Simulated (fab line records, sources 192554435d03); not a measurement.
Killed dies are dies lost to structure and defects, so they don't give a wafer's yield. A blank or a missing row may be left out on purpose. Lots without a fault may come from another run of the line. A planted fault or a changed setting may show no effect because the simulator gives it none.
A struck lot beside a sound one | flow n5_finfet | 17 steps out of a route of 1938
Sound: wafers L816.2, L816.4, L816.6. Struck: wafers L826.2, L826.4. The cause comes at the end.
At each step with rows: each side's tool, then ch and its chambers, then its first start. Under that, the readings that differ: sound wafers | struck wafers | difference of the means | sigmas: that difference in standard deviations of wafers without a fault.
alike: readings whose means differ by less than 2 such deviations, and words and numbers that are the same on both sides. not compared: withheld readings, readings that some wafer has no value for, bounds like >300 that may hide the same value, and numbers for which the record gives no deviation and whose values overlap.
The two part at a step that has a row with sigmas, a row that says differs or no value, or rows on one side only. Numbers that don't overlap but have no deviation are shown without sigmas and don't part them. A reading that every wafer of one side lacks parts them only if that side has two wafers or more.

first, 4 steps without rows for these wafers: N5_BEOL_M10_HM_STRIP_39 (strips TiN in peroxide tin strip, target depth 25 nm, time 158 s); N5_BEOL_M10_SRD_40 (time 30 s); N5_BEOL_M10_PRECLEAN_42 (cleans in residue remover, time 60 s); N5_BEOL_M10_SRD_43 (time 30 s).
N5_BEOL_M10_CD_MEAS_35: target cd 70 nm.
  sound on cd_sem-03, day 10 23:58; struck on cd_sem-02, day 16 12:38
  alike: cd_nm
N5_BEOL_M10_CURE_72: cures SiCOH lowk, time 120 s.
  sound on uv_cure-02 ch 0, day 11 01:03; struck on uv_cure-02 ch 1, day 16 12:56
  reading          | sound             | struck      | difference | sigmas
  wafer_temp_C_max | 371.5 371.6 370.8 | 372.7 372.2 | +1.1       | +2
  alike: lamp_power_pct
N5_BEOL_M10_DEGAS_44: time 60 s.
  sound on pvd_sputter-02, day 11 03:39; struck on pvd_sputter-01, day 16 13:13
  alike: heater_power_w, susceptor_temp_C
N5_BEOL_M10_PRE_CLEAN_45: time 30 s.
  sound on pvd_sputter-02, day 11 03:41; struck on pvd_sputter-01, day 16 13:15
  alike: heater_power_w, susceptor_temp_C
then, 1 step without rows for these wafers: N5_BEOL_M10_ALD_74 (deposits TaN, target thk 2 nm, pulse time 2 s, purge time 3 s).
N5_BEOL_M10_SURFACE_TREAT_76:
  sound on pvd_sputter-01, day 11 04:04; struck on pvd_sputter-02, day 16 13:38
  not compared: throttle_valve_pct
then, 2 steps without rows for these wafers: N5_BEOL_M10_CVD_75 (deposits Co from CCTBA/H2, target thk 2 nm, time 138.9 s); N5_BEOL_M10_SPUTTER_48 (material Cu, target thk 12 nm, time 2 s).
N5_BEOL_M10_ECD_50: material Cu, target thk 318 nm.
  sound on ecd_cu-02 ch 0, day 11 04:23; struck on ecd_cu-02 ch 0, day 16 15:49
  reading                                 | sound             | struck      | difference | sigmas
  model.Cu_of_BEOL_M10_ECD_50.thk_nm (nm) | 321.6 315.8 316.6 | 509.8 510.6 | +192.2     |
N5_BEOL_M10_ANNEAL_51: time 90 s.
  sound on rtp_anneal-02 ch 0, day 11 04:33; struck on rtp_anneal-01 ch 0, day 16 16:08
  alike: wafer_temp_C_max
N5_BEOL_M10_CMP_52: polishes, stops on SiCOH lowk, t overpolish 7 s, target thk 140 nm.
  sound on cmp-04 ch 0,2,3, day 11 04:50; struck on cmp-03 ch 1,3, day 16 16:26
  reading                | sound          | struck      | difference | sigmas
  time_to_endpoint_s (s) | 69.5 66.5 69.6 | 102.7 104.9 | +35.3      | +13
  alike: motor_current_A
N5_BEOL_M10_THK_MEAS_53: measures by xrf.
  sound on film_metro-02, day 11 05:05; struck on film_metro-02, day 16 16:41
  alike: M10_THK
N5_PASSIVATION_PROBE_49:
  the record has rows for the struck wafers here (prober-02, day 18 14:02) and none for the sound ones

WHERE THEY PART
First at N5_BEOL_M10_CURE_72; last, within this record, at N5_PASSIVATION_PROBE_49.

WHY: what the simulator had put in
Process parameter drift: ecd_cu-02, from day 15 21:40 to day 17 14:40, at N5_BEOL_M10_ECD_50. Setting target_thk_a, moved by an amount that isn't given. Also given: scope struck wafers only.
